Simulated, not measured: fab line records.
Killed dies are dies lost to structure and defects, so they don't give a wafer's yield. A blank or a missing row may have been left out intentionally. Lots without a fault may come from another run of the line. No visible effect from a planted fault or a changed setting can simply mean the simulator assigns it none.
Comparing a struck lot with a sound one ; flow n5-finfet ; 37 steps out of a route of 1938
Sound: the wafers L405.3, L405.5, L405.6. Struck: wafers L416.1, L416.5 (left out: L416.6, a lot-mate that was not struck); the cause follows at the end.
Order at every step that has rows: each side's tool, ch and its chambers, its first start. Under that, the readings that differ: sound wafers ; struck wafers ; difference of the means ; sigmas: that difference in standard deviations of wafers without a fault.
alike: same words and numbers on both sides, and readings whose means sit less than 2 such deviations apart. not compared: any withheld reading, any reading some wafer has no value for, any bound like >300 that may hide the same value, and any number with overlapping values for which the record gives no deviation.
A row with sigmas, a row that says differs or no value, or rows on one side alone: a step with any of these is where the two part. When numbers do not overlap yet have no deviation, they are printed without sigmas and do not part them. Lack of a reading on every wafer of one side parts them only where that side has two or more wafers.

first, 9 steps without rows for these wafers: N5_BEOL_M13_PRE_CLEAN_42 (time 30 s); N5_BEOL_M13_SPUTTER_43 (material TaN, target thk 15 nm, time 24.19 s); N5_BEOL_M13_SPUTTER_44 (material Ta, target thk 10 nm, time 16.13 s); N5_BEOL_M13_SPUTTER_45 (material Cu, target thk 80 nm, time 13.33 s); N5_BEOL_M13_ECD_47 (material Cu, target thk 936 nm); N5_BEOL_M13_ANNEAL_48 (time 90 s); N5_BEOL_M13_CMP_49 (polishes, stops on SiOC, t overpolish 17.1 s, target thk 420 nm); N5_BEOL_M13_PRE_CLEAN_52 (time 15 s); N5_BEOL_M13_DEP_53 (deposits SiCN from 3MS/NH3, target thk 50 nm, time 17.8 s).
N5_BEOL_M14_ILD_DEP_00: deposits SiO2 from TEOS/O2, target thk 1119.3 nm, time 237.4 s.
  sound on pecvd-02 ch 0,1,2, day 12 06:55; struck on pecvd-02 ch 2, day 16 03:07
reading;sound;struck;difference;sigmas
run-length-s (s);280.0 281.5 280.0;468.6 469.2;+188.4;+99 or more
model.SiO2_of_BEOL_M14_ILD_DEP_00.thk-nm (nm);1103 1116 1119;1981 2008;+882;
  alike: heater-power-w, showerhead-plenum-p-Torr, throttle-valve-pct
N5_BEOL_M14_THK_MEAS_01:
  struck on film-metro-01, day 16 03:19; sound on film-metro-01, day 12 07:06
reading;sound;struck;difference;sigmas
M14_ILD_THK (nm);1103 1117 1120;1981 2008;+881;+63
then, 10 steps without rows for these wafers: N5_BEOL_M14_COAT_58 (time 60 s, resist thk 89 nm); N5_BEOL_M14_COAT_04 (resist thk 800 nm); N5_BEOL_M14_EBR_06; N5_BEOL_M14_SOFTBAKE_05 (time 60 s); N5_BEOL_M14_EXPOSE_07 (exposes mask V13); N5_BEOL_M14_PEB_08 (peb time 90 s); N5_BEOL_M14_DEVELOP_09 (develop time 45 s); N5_BEOL_M14_HARDBAKE_14 (time 120 s); N5_BEOL_M14_DESCUM_15 (chemistry O2, time 7.9 s); N5_BEOL_M14_ETCH_59 (etches BARC in N2/H2, target depth 89 nm, overetch 26.7 nm, time 67.9 s).
N5_BEOL_M14_VIA_ETCH_16: etches SiO2 in C4F8/O2/Ar, target depth 1231.3 nm.
  sound on rie-diel-04 ch 1,2, day 12 07:43; struck on rie-diel-03 ch 0, day 16 03:55
reading;sound;struck;difference;sigmas
bias-w (W);2035 2040 2036;- -;no value on the struck wafers;
model.etch.depth-nm (nm);1103 1116 1119;1981 2008;+882;
model.coat_of_BEOL_M14_COAT_04.thk-nm (nm);461.2 453.2 455.6;249.6 242;-210.9;
  alike: C4F8_flow_sccm, drypump-motor-current-A, he-outer-torr, oes-product-au, rf-vpp-V, showerhead-plenum-p-Torr, throttle-valve-pct
then, 4 steps without rows for these wafers: N5_BEOL_M14_STRIP_63 (strips in O2); N5_BEOL_M14_STRIP_64 (strips in O2); N5_BEOL_M14_STRIP_71 (strips in post etch residue remover, time 60 s); N5_BEOL_M14_SRD_72 (time 30 s, dry time 30 s).
N5_BEOL_M14_CD_MEAS_17: the cd target is 250 nm.
  struck on cd-sem-02, day 16 04:16; sound on cd-sem-02, day 12 08:04
reading;sound;struck;difference;sigmas
cd-nm (nm);247.8 249.6 252.6;258.6 259.8;+9.2;+5
then, 9 steps without rows for these wafers: N5_BEOL_M14_COAT_65 (time 60 s, resist thk 450 nm); N5_BEOL_M14_COAT_66 (time 60 s, resist thk 110 nm); N5_BEOL_M14_COAT_22 (resist thk 300 nm); N5_BEOL_M14_EBR_24; N5_BEOL_M14_SOFTBAKE_23 (time 60 s); N5_BEOL_M14_EXPOSE_25 (exposes mask M14, target cd 280 nm); N5_BEOL_M14_PEB_26 (peb time 90 s); N5_BEOL_M14_DEVELOP_27 (develop time 45 s); N5_BEOL_M14_HARDBAKE_32 (time 120 s).
N5_BEOL_M14_CMP_49: polishes, stops on SiO2, t overpolish 5.2 s, target thk 560 nm.
  sound on cmp-01 ch 0,1,2, day 12 12:46; struck on cmp-03 ch 1,3, day 16 07:35
reading;sound;struck;difference;sigmas
model.SiO2_of_BEOL_M14_ILD_DEP_00.thk-nm (nm);1026 1036 1042;1902 1932;+882;
  alike: motor-current-A

WHERE THEY PART
Earliest at N5_BEOL_M14_ILD_DEP_00; latest, in this record, at N5_BEOL_M14_CD_MEAS_17. Later steps at which nothing parts them and some readings are alike: N5_BEOL_M14_CMP_49.

WHY: what the simulator had put in
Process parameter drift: pecvd-02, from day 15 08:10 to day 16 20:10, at N5_BEOL_M14_ILD_DEP_00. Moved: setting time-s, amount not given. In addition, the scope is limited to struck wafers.
